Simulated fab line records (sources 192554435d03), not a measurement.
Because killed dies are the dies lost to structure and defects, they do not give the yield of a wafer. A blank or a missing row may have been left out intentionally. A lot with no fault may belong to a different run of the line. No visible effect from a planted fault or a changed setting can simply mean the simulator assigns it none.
Which tool was responsible? | flow n5 finfet | 42 wafers from 14 lots sampled at 4 of the route's 1938 steps

== WHAT EACH GAUGE READ, for each wafer ==
No reading from a measuring or inspecting step in the record can be judged against a usual standard deviation.

== WHICH TOOL RAN EACH LOT (tool, then ch and the chambers of the sampled wafers, then the start) ==
lot  | N5_BEOL_M0_SAQP_DEVELOP_39        | N5_BEOL_M0_SAQP_ETCH_88            | N5_BEOL_M0_SAQP_ETCH_49            | N5_BEOL_M0_SAQP_STRIP_75
L345 | litho track-01 ch 0, day 5 23:22  | rie diel-02 ch 1,2,3, day 5 23:35  | rie diel-06 ch 0,1, day 6 00:21    | rie diel-06 ch 0,1, day 6 00:27
L346 | litho track-01 ch 0, day 6 09:41  | rie diel-02 ch 1,3, day 6 09:54    | rie diel-06 ch 0,2, day 6 10:41    | rie diel-06 ch 0,2, day 6 10:47
L348 | litho track-04 ch 0, day 6 14:07  | rie diel-02 ch 1,2,3, day 6 14:20  | rie diel-05 ch 1,2,3, day 6 15:06  | rie diel-05 ch 1,2,3, day 6 15:12
L350 | litho track-04 ch 0, day 7 03:20  | rie diel-05 ch 1,3, day 7 03:34    | rie diel-02 ch 0,1,2, day 7 04:23  | rie diel-02 ch 0,1,2, day 7 04:29
L352 | litho track-01 ch 0, day 8 10:13  | rie diel-06 ch 0,2,3, day 8 10:50  | rie diel-06 ch 1,2, day 8 11:45    | rie diel-06 ch 1,2, day 8 11:51
L354 | litho track-01 ch 0, day 8 10:31  | rie diel-06 ch 0,2,3, day 8 11:05  | rie diel-06 ch 1,2,3, day 8 12:15  | rie diel-06 ch 1,2,3, day 8 12:21
L353 | litho track-01 ch 0, day 8 13:14  | rie diel-06 ch 1,3, day 8 13:27    | rie diel-05 ch 0,2, day 8 14:38    | rie diel-05 ch 0,2, day 8 14:44
L355 | litho track-01, day 8 21:14       | rie diel-02 ch 0,1,3, day 8 21:27  | rie diel-05 ch 0,1, day 8 22:37    | rie diel-05 ch 0,1, day 8 22:43
L356 | litho track-01, day 9 00:29       | rie diel-06 ch 0,2,3, day 9 00:46  | rie diel-05 ch 0,1,2, day 9 03:23  | rie diel-05 ch 0,1,2, day 9 03:29
L361 | litho track-01 ch 0, day 10 11:08 | rie diel-02 ch 0,1, day 10 11:21   | rie diel-02 ch 0,3, day 10 12:52   | rie diel-02 ch 0,3, day 10 12:58
L362 | litho track-02 ch 0, day 10 13:52 | rie diel-02 ch 0,3, day 10 14:05   | rie diel-05 ch 1,2, day 10 14:52   | rie diel-05 ch 1,2, day 10 14:58
L364 | litho track-01 ch 0, day 10 21:44 | rie diel-05 ch 0,2,3, day 10 21:57 | rie diel-05 ch 0,2,3, day 10 23:37 | rie diel-05 ch 0,2,3, day 10 23:43
L365 | litho track-02 ch 0, day 11 02:26 | rie diel-06 ch 0,1,3, day 11 02:39 | rie diel-05 ch 0,1,3, day 11 03:25 | rie diel-05 ch 0,1,3, day 11 03:31
L366 | litho track-04 ch 0, day 11 12:01 | rie diel-06 ch 1,2,3, day 11 12:14 | rie diel-02 ch 0,1, day 11 13:01   | rie diel-02 ch 0,1, day 11 13:07
- N5_BEOL_M0_SAQP_DEVELOP_39: develop time 30 s.
- N5_BEOL_M0_SAQP_ETCH_88: etches underlayer in N2/H2, target depth 6.5 nm, time 5.2 s.
- N5_BEOL_M0_SAQP_ETCH_49: etches SiO2 in CF4/O2, target depth 37 nm.
- N5_BEOL_M0_SAQP_STRIP_75: strips in CF4.

== WHAT THE TOOLS THEMSELVES READ (means of the sampled wafers that have a number; where no wafer has one, the mark that the record gives instead) ==
N5_BEOL_M0_SAQP_DEVELOP_39.
lot  | tool           | chill plate temp C (C)
L345 | litho track-01 | 23.10
L346 | litho track-01 | 22.95
L348 | litho track-04 | 22.86
L350 | litho track-04 | 23.14
L352 | litho track-01 | 22.95
L354 | litho track-01 | 23.06
L353 | litho track-01 | 23.05
L355 | litho track-01 | -
L356 | litho track-01 | -
L361 | litho track-01 | 23.08
L362 | litho track-02 | 22.96
L364 | litho track-01 | 23.05
L365 | litho track-02 | 22.94
L366 | litho track-04 | 22.85

N5_BEOL_M0_SAQP_ETCH_88.
lot  | tool        | drypump motor current A (A) | etch rf on time s (s) | oes product au (a.u.) | rf vpp V (V) | showerhead plenum p Torr (Torr) | throttle valve pct (%)
L345 | rie diel-02 | 5.8                         | 5.40                  | 0.64                  | 525.3        | 2.58                            | 17.84
L346 | rie diel-02 | 5.9                         | 5.38                  | 0.62                  | 526.8        | 2.64                            | 17.98
L348 | rie diel-02 | 5.7                         | 5.37                  | 0.63                  | 525.3        | 2.58                            | 17.86
L350 | rie diel-05 | 5.8                         | 5.32                  | 0.60                  | 522.3        | 2.48                            | 18.16
L352 | rie diel-06 | 6.2                         | 5.19                  | 0.70                  | 524.7        | 2.53                            | 17.74
L354 | rie diel-06 | 6.2                         | 5.26                  | 0.69                  | 523.8        | 2.53                            | 17.74
L353 | rie diel-06 | 5.8                         | 5.29                  | 0.65                  | 521.4        | 2.44                            | 17.89
L355 | rie diel-02 | 5.8                         | 5.20                  | 0.73                  | 527.8        | 2.65                            | 17.85
L356 | rie diel-06 | 6.3                         | 5.24                  | 0.69                  | 524.6        | 2.53                            | 17.76
L361 | rie diel-02 | 5.3                         | 5.15                  | 0.72                  | 527.0        | 2.69                            | 18.08
L362 | rie diel-02 | 6.1                         | 5.12                  | 0.76                  | 526.3        | 2.63                            | 17.68
L364 | rie diel-05 | 5.6                         | 5.17                  | 0.73                  | 524.9        | 2.58                            | 17.87
L365 | rie diel-06 | 5.9                         | 5.27                  | 0.67                  | 523.0        | 2.49                            | 17.82
L366 | rie diel-06 | 6.2                         | 5.30                  | 0.65                  | 521.1        | 2.47                            | 17.89

N5_BEOL_M0_SAQP_ETCH_49.
lot  | tool        | cf4 flow sccm (sccm) | drypump motor current A (A) | oes product au (a.u.) | rf vpp V (V) | showerhead plenum p Torr (Torr) | throttle valve pct (%)
L345 | rie diel-06 | 99.9                 | 5.6                         | 0.85                  | 239.0        | 2.21                            | 15.59
L346 | rie diel-06 | 100.1                | 6.2                         | 0.81                  | 240.6        | 2.22                            | 15.80
L348 | rie diel-05 | 100.1                | 5.6                         | 0.73                  | 239.4        | 2.20                            | 16.09
L350 | rie diel-02 | 100.0                | 5.2                         | 0.85                  | 239.0        | 2.26                            | 15.85
L352 | rie diel-06 | 100.0                | 6.2                         | 0.75                  | 240.9        | 2.18                            | 15.93
L354 | rie diel-06 | 100.3                | 6.2                         | 0.78                  | 239.6        | 2.15                            | 15.88
L353 | rie diel-05 | 99.8                 | 5.5                         | 0.82                  | 241.7        | 2.18                            | 15.92
L355 | rie diel-05 | 99.8                 | 5.7                         | 0.89                  | 239.9        | 2.21                            | 15.60
L356 | rie diel-05 | 99.8                 | 5.6                         | 0.81                  | 240.1        | 2.21                            | 15.88
L361 | rie diel-02 | 100.2                | 6.1                         | 0.90                  | 239.9        | 2.27                            | 15.69
L362 | rie diel-05 | 100.3                | 5.5                         | 0.73                  | 239.9        | 2.22                            | 16.16
L364 | rie diel-05 | 100.2                | 5.6                         | 0.86                  | 241.4        | 2.23                            | 15.79
L365 | rie diel-05 | 100.0                | 5.7                         | 0.86                  | 239.9        | 2.26                            | 15.73
L366 | rie diel-02 | 99.9                 | 5.2                         | 0.83                  | 237.8        | 2.32                            | 16.01

N5_BEOL_M0_SAQP_STRIP_75.
lot  | tool        | cf4 flow sccm (sccm) | drypump motor current A (A) | oes product au (a.u.) | rf vpp V (V) | showerhead plenum p Torr (Torr) | throttle valve pct (%)
L345 | rie diel-06 | 150.2                | 5.6                         | 0.193                 | 271.0        | 1.79                            | 13.31
L346 | rie diel-06 | 150.1                | 6.2                         | 0.189                 | 271.3        | 1.81                            | 13.50
L348 | rie diel-05 | 150.2                | 5.7                         | 0.168                 | 271.3        | 1.79                            | 13.83
L350 | rie diel-02 | 150.2                | 5.2                         | 0.195                 | 271.6        | 1.84                            | 13.56
L352 | rie diel-06 | 149.6                | 6.2                         | 0.175                 | 271.2        | 1.77                            | 13.67
L354 | rie diel-06 | 150.0                | 6.2                         | 0.180                 | 270.0        | 1.76                            | 13.62
L353 | rie diel-05 | 149.8                | 5.5                         | 0.186                 | 270.2        | 1.77                            | 13.64
L355 | rie diel-05 | 150.2                | 5.7                         | 0.205                 | 270.8        | 1.79                            | 13.32
L356 | rie diel-05 | 150.2                | 5.6                         | 0.188                 | 272.0        | 1.80                            | 13.59
L361 | rie diel-02 | 150.0                | 6.1                         | 0.205                 | 272.8        | 1.85                            | 13.38
L362 | rie diel-05 | 149.9                | 5.6                         | 0.173                 | 271.1        | 1.80                            | 13.90
L364 | rie diel-05 | 150.2                | 5.6                         | 0.194                 | 271.8        | 1.82                            | 13.51
L365 | rie diel-05 | 150.2                | 5.7                         | 0.196                 | 271.1        | 1.84                            | 13.45
L366 | rie diel-02 | 149.7                | 5.2                         | 0.188                 | 272.5        | 1.88                            | 13.72

== THE ANSWER, worked out from the rows above alone ==
Rule: the lots themselves supply what counts as usual. The widest of any qualifying gaps counts: lots, ordered by their means at a reading, are off when they make up no more than a third of the lots, leave a main group of 4 or more, and stand apart from it by 3 or more times the standard deviation of that group's means. The tables above print the reading to a certain number of digits; a main group whose means all agree to those digits is not used. Also off: a lot with no number at a reading for which 4 or more lots have one. All remaining lots with rows at the step are treated as sound. Order of review: gauges by route order, followed by the tools' own readings, for which a lot's mean as printed above is used. The first step at which some lot is off is used, and at that step the reading that is off furthest; a lot without a number counts as furthest.
Off at N5_BEOL_M0_SAQP_DEVELOP_39 (chill plate temp C): L355, L356. Without a number there: L355, L356. Mean 23.00 C and standard deviation 0.09 in the main group.
If a tool, at that step or one of the process steps before it, ran each lot that is off and ran no sound lot following the first of them, it fits. None of those tried fits.

== WHAT THE SIMULATOR PUT IN ==
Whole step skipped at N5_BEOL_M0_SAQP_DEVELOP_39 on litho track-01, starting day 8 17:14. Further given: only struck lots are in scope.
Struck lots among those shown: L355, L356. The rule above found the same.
